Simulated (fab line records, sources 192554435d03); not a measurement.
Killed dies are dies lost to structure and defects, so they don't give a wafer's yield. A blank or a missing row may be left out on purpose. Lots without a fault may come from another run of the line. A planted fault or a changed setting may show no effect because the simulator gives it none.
Split-lot experiment | flow n5_finfet | 7 lots, 21 wafers read, on a route of 1938 steps

THE SPLIT
At N5_SD_EPI_N_ETCH_45 (etches SiOCN in CH3F/O2, target depth 6 nm), the setting target_depth_a was moved away from the recipe's 60 angstrom on 8 of the 21 wafers read, by -10.5% to +11.6%. The other wafers ran this setting at the recipe's value.

The reading is taken at the split's own step.

THE READING
etch.depth_nm (the simulator's own value, which no gauge read), in nm, at N5_SD_EPI_N_ETCH_45 (etches SiOCN in CH3F/O2, target depth 6 nm). The file gives no usual value for it. The 13 wafers here that ran the recipe average 5.990 nm, standard deviation 0.089 nm.

wafer  | tool, chamber at the split | target_depth_a as run, angstrom | against the recipe | etch.depth_nm, nm | against lot-mates on the recipe
L074.1 | rie_diel-02, 2             | 60                              | recipe             | 5.888             | -
L074.4 | rie_diel-02, 0             | 60                              | recipe             | 6.005             | -
L074.5 | rie_diel-02, 2             | 60                              | recipe             | 5.905             | -
L080.2 | rie_diel-05, 3             | 60                              | recipe             | 6.095             | -
L080.3 | rie_diel-05, 2             | 54.95                           | -8.4%              | 5.336             | -0.759
L080.6 | rie_diel-05, 3             | 54.95                           | -8.4%              | 5.602             | -0.493
L088.1 | rie_diel-03, 1             | 60                              | recipe             | 5.91              | -
L088.3 | rie_diel-03, 0             | 60                              | recipe             | 5.847             | -
L088.4 | rie_diel-03, 3             | 53.71                           | -10.5%             | 5.463             | -0.416
L089.2 | rie_diel-02, 0             | 55.51                           | -7.5%              | 5.634             | -0.291
L089.4 | rie_diel-02, 2             | 55.51                           | -7.5%              | 5.488             | -0.437
L089.5 | rie_diel-02, 1             | 60                              | recipe             | 5.925             | -
L090.1 | rie_diel-02, 0             | 60                              | recipe             | 6.106             | -
L090.4 | rie_diel-02, 2             | 57.96                           | -3.4%              | 5.772             | -0.260
L090.6 | rie_diel-02, 2             | 60                              | recipe             | 5.958             | -
L091.1 | rie_diel-03, 1             | 60                              | recipe             | 5.985             | -
L091.2 | rie_diel-03, 3             | 60                              | recipe             | 6.109             | -
L091.4 | rie_diel-03, 2             | 60                              | recipe             | 6.099             | -
L095.2 | rie_diel-05, 1             | 66.98                           | +11.6%             | 6.682             | +0.646
L095.4 | rie_diel-05, 0             | 66.98                           | +11.6%             | 6.665             | +0.629
L095.5 | rie_diel-05, 1             | 60                              | recipe             | 6.036             | -

THE FIT
A straight line over all 21 wafers: etch.depth_nm changes by +0.0579 nm for each +1% of target_depth_a; r = +0.96; the points scatter about the line by 0.091 nm.
The same after taking each lot's own level away (the mean of its wafers on the recipe; 21 wafers): +0.0556 nm for each +1%; r = +0.96; scatter 0.093 nm.
On that fit, the largest move of target_depth_a shifts the reading by 0.65 nm.
The lots' own levels span 5.8785 to 6.0950 nm, that is 2.4 times the standard deviation above.
So the lot-to-lot level changes the slope little: the two slopes agree.
Check: with one of the wafers moved furthest among these (+11.6%) left out of the fit, the line predicts +0.638 nm for it against its lot-mates. It came out at +0.646 nm against them.

OTHER SPLITS ON THESE WAFERS
These wafers also went through other splits before the reading. Each is held against what the fit with the lots' levels taken away leaves over:
other split on the same wafers                    | wafers away from the commonest value | r with etch.depth_nm (lot level and that fit taken away)
N5_ZERO_LAYER_PECVD_02 time_s                     | 9                                    | -0.20
N5_PMOS_HMC_CHANNEL_EPI_PEB_07 peb_time_s         | 8                                    | +0.41
N5_PMOS_HMC_CHANNEL_EPI_DEVELOP_08 develop_time_s | 11                                   | -0.17
N5_DUMMY_GATE_COAT_34 spin_rpm                    | 4                                    | -0.34
N5_SD_EPI_N_PEB_07 peb_time_s                     | 6                                    | +0.10

THE FILE'S OWN FIT
etch.depth_nm changes by +0.0538 nm for each +1% of target_depth_a, r = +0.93.
